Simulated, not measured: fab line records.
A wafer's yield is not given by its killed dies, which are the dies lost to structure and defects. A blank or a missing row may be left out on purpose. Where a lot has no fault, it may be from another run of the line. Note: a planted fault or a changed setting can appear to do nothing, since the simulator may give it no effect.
Which tool was responsible?    flow nand_harc    36 wafers from 13 lots sampled at 6 of the route's 1302 steps

== WHAT THE GAUGES SHOWED, per wafer ==
NHARC_A_ONON_D2_THK_MEAS_11: measures by ellipsometry.
lot   measured      on             thk_nm (nm)
L314  day 13 19:40  film_metro-01  1011 1011 1014
L316  day 13 19:41  film_metro-02  1007 1008 1007
L318  day 14 16:05  film_metro-01  1009 1011 1011
L317  day 14 15:51  film_metro-02  996 996 996
L319  day 15 03:58  film_metro-01  1021 1020 1019
L321  day 15 20:01  film_metro-01  1007 1008 1010
L323  day 16 23:56  film_metro-01  1014 1012 1013
L325  day 18 03:25  film_metro-02  992 992 991
L327  day 18 14:50  film_metro-01  1005 1004 1003
L330  day 19 22:45  film_metro-02  1003 1002
L331  day 20 06:52  film_metro-02  1004 1006
L333  day 20 19:56  film_metro-02  1014 1016
L334  day 21 09:49  film_metro-01  1010 1013 1011

NHARC_A_ONON_D2_THK_MEAS_21: measures by ellipsometry.
lot   measured      on             thk_nm (nm)
L314  day 14 04:24  film_metro-01  996 996 997
L316  day 14 04:32  film_metro-02  1009 1010 1010
L318  day 15 00:23  film_metro-01  977 976 977
L317  day 15 00:22  film_metro-01  999 1000 999
L319  day 15 15:29  film_metro-01  1012 1011 1014
L321  day 16 04:41  film_metro-02  989 990 989
L323  day 17 08:47  film_metro-01  1021 1021 1022
L325  day 18 11:55  film_metro-01  1010 1009 1010
L327  day 18 23:59  film_metro-02  994 996 995
L330  day 20 09:52  film_metro-02  1557 1559
L331  day 20 15:43  film_metro-01  1568 1570
L333  day 21 04:20  film_metro-02  1574 1575
L334  day 21 18:20  film_metro-01  1011 1011 1010

NHARC_END_SORT_01.
lot   measured      on         killed_at_array  killed_at_other  killed_at_periphery  killed_dies  killed_open  killed_short
L330  day 31 13:04  prober-01  672 666          0 0              5 11                 677 677      1 2          1 1
L331  day 31 20:43  prober-02  675 674          1 1              1 2                  677 677      4 6          2 0
L333  day 32 17:49  prober-01  673 674          0 1              4 2                  677 677      4 3          1 3

== WHICH TOOL RAN EACH LOT (tool, then ch and the chambers of the sampled wafers, then the start) ==
lot   NHARC_A_CHANNEL_FILL_D1_ETCHBACK_19  NHARC_A_DECK1_JOINT_ETCHBACK_00   NHARC_A_ONON_D2_DEP_19
L314  rie_si-05 ch 0,3, day 11 01:17       rie_si-04 ch 0,1,3, day 12 11:19  pecvd_onon-02 ch 0, day 14 03:53
L316  rie_si-05 ch 0,1,2, day 11 09:04     rie_si-06 ch 0,1, day 12 19:43    pecvd_onon-01 ch 0, day 14 04:11
L318  rie_si-03 ch 2,3, day 11 21:11       rie_si-06 ch 2,3, day 13 09:16    pecvd_onon-02 ch 0, day 15 00:00
L317  rie_si-02 ch 0,1,2, day 11 21:12     rie_si-04 ch 0,1, day 13 09:16    pecvd_onon-01 ch 0, day 14 23:52
L319  rie_si-05 ch 2,3, day 12 14:31       rie_si-01 ch 0,1,2, day 14 02:22  pecvd_onon-01 ch 0, day 15 15:02
L321  rie_si-03 ch 0,3, day 13 04:58       rie_si-06 ch 1,2, day 14 15:29    pecvd_onon-03 ch 0, day 16 04:14
L323  rie_si-05 ch 0,1,3, day 14 14:40     rie_si-04 ch 1,3, day 16 01:46    pecvd_onon-01 ch 0, day 17 08:20
L325  rie_si-03 ch 0,2,3, day 15 06:52     rie_si-04 ch 1,2,3, day 16 17:15  pecvd_onon-01 ch 0, day 18 11:24
L327  rie_si-03 ch 1,3, day 16 02:43       rie_si-01 ch 0,2,3, day 17 13:52  pecvd_onon-03 ch 0, day 18 23:32
L330  rie_si-05 ch 1, day 17 09:13         rie_si-01 ch 0, day 18 23:53      pecvd_onon-03 ch 0, day 20 09:22
L331  rie_si-05 ch 1,3, day 17 18:04       rie_si-01 ch 0,3, day 19 05:25    pecvd_onon-03 ch 0, day 20 15:13
L333  rie_si-03 ch 0,1, day 18 07:26       rie_si-04 ch 2,3, day 19 21:35    pecvd_onon-03 ch 0, day 21 03:50
L334  rie_si-02 ch 2,3, day 18 19:53       rie_si-01 ch 1,2,3, day 20 06:22  pecvd_onon-01 ch 0, day 21 17:49
- NHARC_A_CHANNEL_FILL_D1_ETCHBACK_19: etches the open film in HBr/Cl2, target depth 5 nm, time 1.7 s.
- NHARC_A_DECK1_JOINT_ETCHBACK_00: etches the open film in HBr, target depth 30 nm, time 17.4 s.
- NHARC_A_ONON_D2_DEP_19: target thk 1000 nm.

== AS READ BY THE TOOLS THEMSELVES (means over the sampled wafers that have a number; for cases with no such wafer, the mark the record gives instead) ==
NHARC_A_CHANNEL_FILL_D1_ETCHBACK_19.
lot   tool       drypump_motor_current_A (A)  oes_product_au (a.u.)  throttle_valve_pct (%)
L314  rie_si-05  6.5                          1.003                  26.405
L316  rie_si-05  5.9                          1.000                  26.404
L318  rie_si-03  5.6                          0.989                  26.401
L317  rie_si-02  5.8                          1.002                  26.409
L319  rie_si-05  6.3                          1.008                  26.401
L321  rie_si-03  6.1                          0.995                  26.398
L323  rie_si-05  6.1                          0.997                  26.411
L325  rie_si-03  5.9                          0.999                  26.404
L327  rie_si-03  6.4                          0.999                  26.401
L330  rie_si-05  5.3                          1.007                  26.416
L331  rie_si-05  5.9                          1.008                  26.412
L333  rie_si-03  6.3                          1.010                  26.401
L334  rie_si-02  6.0                          1.017                  26.403

NHARC_A_DECK1_JOINT_ETCHBACK_00.
lot   tool       drypump_motor_current_A (A)  oes_product_au (a.u.)  throttle_valve_pct (%)
L314  rie_si-04  5.9                          0.996                  23.267
L316  rie_si-06  6.4                          0.988                  23.267
L318  rie_si-06  5.9                          0.997                  23.259
L317  rie_si-04  5.9                          1.000                  23.266
L319  rie_si-01  5.5                          1.008                  23.260
L321  rie_si-06  6.2                          1.004                  23.262
L323  rie_si-04  5.9                          0.993                  23.267
L325  rie_si-04  5.9                          1.009                  23.264
L327  rie_si-01  5.6                          0.998                  23.268
L330  rie_si-01  5.6                          0.986                  23.276
L331  rie_si-01  5.6                          1.000                  23.257
L333  rie_si-04  6.0                          0.994                  23.254
L334  rie_si-01  5.4                          0.990                  23.264

== THE ANSWER, worked out from the rows above alone ==
Rule: usual is defined by the lots themselves. The widest of any qualifying gaps counts: lots, ordered by their means at a reading, are off when they make up no more than a third of the lots, leave a main group of 4 or more, and stand apart from it by 3 or more times the standard deviation of that group's means. If all means in a main group match to the digits the tables above print for the reading, that group is not used. A lot without any number at a reading at which 4 lots or more have one is off too. Where the step has rows for the other lots, those lots are counted as sound. The gauges are gone through in route order, then the tools' own readings, and for those a lot's mean is taken as printed above. At the first step where some lot is off, the reading lying furthest off is the one used; lots without a number count as furthest.
Off: L330, L331, L333 (NHARC_A_ONON_D2_THK_MEAS_21, thk_nm). The main group: mean 1002 nm, standard deviation 13.
If a tool, at a process step before that reading, ran all the lots that are off and no sound lot after the first of them, it fits. The gauges at NHARC_A_ONON_D2_THK_MEAS_21 are tried like those tools. One candidate fits, namely pecvd_onon-03 at NHARC_A_ONON_D2_DEP_19. A fault onset in the window from L327 (day 18 23:32, its last sound lot) to L330 (day 20 09:22, its first lot off) fits.

== WHAT THE SIMULATOR PUT IN ==
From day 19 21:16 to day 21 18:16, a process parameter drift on pecvd_onon-03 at NHARC_A_ONON_D2_DEP_19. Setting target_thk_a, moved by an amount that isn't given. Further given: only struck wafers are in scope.
Struck lots among those shown: L330, L331, L333. The rule given above showed the same thing.
